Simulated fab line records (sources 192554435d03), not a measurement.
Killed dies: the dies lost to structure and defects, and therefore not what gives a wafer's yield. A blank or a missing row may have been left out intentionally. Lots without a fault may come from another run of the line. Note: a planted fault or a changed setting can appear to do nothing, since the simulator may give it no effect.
Which tool did it?	flow n5_finfet	Sampling: 7 lots, 21 wafers, 3 of 1938 route steps

## WHAT THE GAUGES SHOWED, per wafer
N5_SD_EPI_P_EPI_MEAS_23.
lot	measured	on	thk_nm (nm)
L748	day 3 22:07	film_metro-01	60.5 61.1 58.6
L750	day 4 08:47	film_metro-01	59.4 60.6 60.0
L753	day 5 03:37	film_metro-02	61.8 61.0 61.0
L755	day 5 16:07	film_metro-02	62.4 63.5 63.0
L758	day 6 12:24	film_metro-01	62.2 61.4 58.4
L762	day 7 09:09	film_metro-01	15.3 16.8 14.7
L766	day 8 07:54	film_metro-02	60.7 60.4 63.1

## WHAT TOOL EACH LOT RAN ON (gives the tool, then ch and the chambers of the sampled wafers, and finally the start)
lot	N5_SD_EPI_N_STRIP_38	N5_SD_EPI_P_PRECLEAN_51
L748	plasma_asher-02 ch 0,1, day 3 14:40	epi_rpcvd-03 ch 0, day 3 19:35
L750	plasma_asher-01 ch 0,1, day 4 01:22	epi_rpcvd-02 ch 0, day 4 06:14
L753	plasma_asher-01 ch 0,1, day 4 19:53	epi_rpcvd-03 ch 0, day 5 01:04
L755	plasma_asher-02 ch 0,1, day 5 08:26	epi_rpcvd-04 ch 0, day 5 13:32
L758	plasma_asher-01 ch 0,1, day 6 04:26	epi_rpcvd-04 ch 0, day 6 09:50
L762	plasma_asher-01 ch 0,1, day 7 01:45	epi_rpcvd-04 ch 0, day 7 06:37
L766	plasma_asher-02 ch 0, day 8 00:40	epi_rpcvd-02 ch 0, day 8 05:21
- N5_SD_EPI_N_STRIP_38: strips in N2/H2.
- N5_SD_EPI_P_PRECLEAN_51: cleans in NF3:NH3, afs cycles 1, time 20 s, sublimation time 60 s.

## THE ANSWER, worked out from the rows above alone
Rule: the lots themselves supply what counts as usual. Put in order of their means at a reading, lots are off if they are a third of the lots or fewer, leave a main group of 4 or more, and stand apart from it by a gap of 3 or more times the standard deviation of the main group's means; of several such gaps the widest counts. Not used: any main group whose means are identical at the precision the tables above print for the reading. Also off: a lot with no number at a reading for which 4 or more lots have one. Where the step has rows for the other lots, those lots are counted as sound.
Off, at N5_SD_EPI_P_EPI_MEAS_23 on thk_nm: L762. The main group has a mean of 61.1 nm with a standard deviation of 1.
If a tool, at a process step before that reading, ran all the lots that are off and no sound lot after the first of them, it fits. Gauges at N5_SD_EPI_P_EPI_MEAS_23: tried the same way as those tools. Can't be told from this: 3 tools fit, plasma_asher-01 at N5_SD_EPI_N_STRIP_38, epi_rpcvd-04 at N5_SD_EPI_P_PRECLEAN_51, film_metro-01 at N5_SD_EPI_P_EPI_MEAS_23.

## WHAT HAD BEEN PUT IN BY THE SIMULATOR
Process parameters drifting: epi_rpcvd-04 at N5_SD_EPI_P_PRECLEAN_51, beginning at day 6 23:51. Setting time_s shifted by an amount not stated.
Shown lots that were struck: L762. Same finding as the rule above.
